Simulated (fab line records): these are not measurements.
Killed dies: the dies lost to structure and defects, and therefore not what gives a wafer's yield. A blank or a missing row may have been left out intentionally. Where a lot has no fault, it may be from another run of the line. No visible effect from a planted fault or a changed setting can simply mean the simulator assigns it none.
Struck lot and sound lot, side by side -- flow n5_finfet -- 37 out of 1938 route steps
Sound: wafers L258.1, L258.4, L258.6. Struck: wafers L249.1, L249.5, L249.6. The cause is named last.
Per side, at each step with rows, come the tool, then ch with its chambers, and then its first start. Under that, the readings that differ: sound wafers -- struck wafers -- difference of the means -- sigmas: that difference in standard deviations of wafers without a fault.
alike: a reading whose means differ by less than 2 such deviations, as well as words and numbers matching on both sides. not compared: withheld readings; readings where some wafer has no value; bounds like >300 that might hide an equal value; numbers whose values overlap and for which the record gives no deviation.
The two part at a step that has a row with sigmas, a row that says differs or no value, or rows on one side only. Non-overlapping numbers with no deviation appear without sigmas and do not part them. Lack of a reading on every wafer of one side parts them only where that side has two or more wafers.

first, 11 steps without rows for these wafers: N5_SDB_DESCUM_16 (chemistry O2, time 7.9 s); N5_SDB_ETCH_17 (etches SiARC in CF4, target depth 23.4 nm, time 39 s); N5_SDB_ETCH_18 (etches SOC in N2/H2, target depth 100 nm, overetch 20 nm, time 150 s); N5_SDB_STRIP_19 (strips in N2/H2); N5_SDB_STRIP_21 (strips in CF4); N5_SDB_HM_OPEN_20 (chemistry CH3F/O2, target SiNx, stops on poly-Si, target depth 24 nm); N5_SDB_STRIP_22 (strips in N2/H2); N5_SDB_PRECLEAN_23 (cleans in dHF, time 30 s); N5_SDB_DUMMY_REMOVE_24 (chemistry TMAH, target poly-Si, stops on SiO2, target depth 142 nm, time 57 s, rinse time 30 s); N5_SDB_ETCH_25 (etches SiO2 in C4F6/O2, target depth 10 nm, time 3.3 s); N5_SDB_CUT_ETCH_26 (etches Si in HBr/Cl2/O2, target depth 129.6 nm, bt time 20 s, time 51.8 s).
N5_SDB_PRECLEAN_38: cleans in dHF, time 10 s.
  sound on wet_bench-03 ch 0,1,4, day 8 18:43; struck on wet_bench-06 ch 3,4,7, day 6 17:53
then, 24 steps without rows for these wafers: N5_SDB_PRECLEAN_39 (cleans in O3/DIW, time 45 s); N5_SDB_SRD_28 (time 30 s); N5_SDB_ALD_29 (deposits SiNx, target thk 30 nm, pulse time 1 s, ald cycles 600); N5_SDB_CMP_30 (polishes, stops on poly-Si, t overpolish 1.54 s, target thk 30 nm); N5_DUMMY_REMOVAL_HM_STRIP_01 (strips SiNx in CH3F/O2, stops on poly-Si, target depth 4 nm, time 6.8 s); N5_DUMMY_REMOVAL_STRIP_10 (strips in N2/H2, time 40 s); N5_DUMMY_REMOVAL_PRECLEAN_07 (cleans in dHF, time 30 s); N5_DUMMY_REMOVAL_DUMMY_REMOVE_02 (chemistry TMAH, target poly-Si, stops on SiO2, target depth 142 nm, time 57 s, rinse time 30 s); N5_DUMMY_REMOVAL_PRECLEAN_08 (cleans in NF3:NH3, afs cycles 2, time 20 s, sublimation time 60 s); N5_DUMMY_REMOVAL_PRECLEAN_04 (cleans in DHF, time 37 s); N5_DUMMY_REMOVAL_SRD_05 (time 30 s); N5_HKMG_FIN_IL_REGROW_00 (material SiO2, chemistry O3, target thk 0.75 nm, time 30 s); N5_HKMG_FIN_HK_ALD_01 (deposits HfO2, target thk 1.6 nm, pulse time 3 s, purge time 3 s); N5_HKMG_FIN_HK_ANNEAL_02 (time 30 s); N5_HKMG_FIN_ALD_74 (deposits La2O3, target thk 0.5 nm, pulse time 6 s, co reactant pulse time 1 s); N5_HKMG_FIN_ALD_75 (deposits Al2O3, target thk 1 nm, co reactant pulse time 1 s); N5_HKMG_FIN_COAT_41 (time 60 s, resist thk 300 nm); N5_HKMG_FIN_COAT_42 (time 60 s, resist thk 35 nm); N5_HKMG_FIN_COAT_43 (resist thk 90 nm); N5_HKMG_FIN_EBR_45; N5_HKMG_FIN_SOFTBAKE_44 (time 60 s); N5_HKMG_FIN_EXPOSE_46 (exposes mask NDIPOLE); N5_HKMG_FIN_PEB_47 (peb time 60 s); N5_HKMG_FIN_DEVELOP_48 (develop time 30 s).
-- here the record skips 9 days between the struck wafers' starts before and after, leaving off in module HKMG_FIN and picking up in module PASSIVATION (first step shown: number 1936 of the route) --
N5_PASSIVATION_PROBE_49:
  the record has rows for the struck wafers here (prober-02, day 15 16:02) and none for the sound ones

== WHERE THEY PART ==
Within this record, at N5_PASSIVATION_PROBE_49 only.

WHY: what the simulator had put in
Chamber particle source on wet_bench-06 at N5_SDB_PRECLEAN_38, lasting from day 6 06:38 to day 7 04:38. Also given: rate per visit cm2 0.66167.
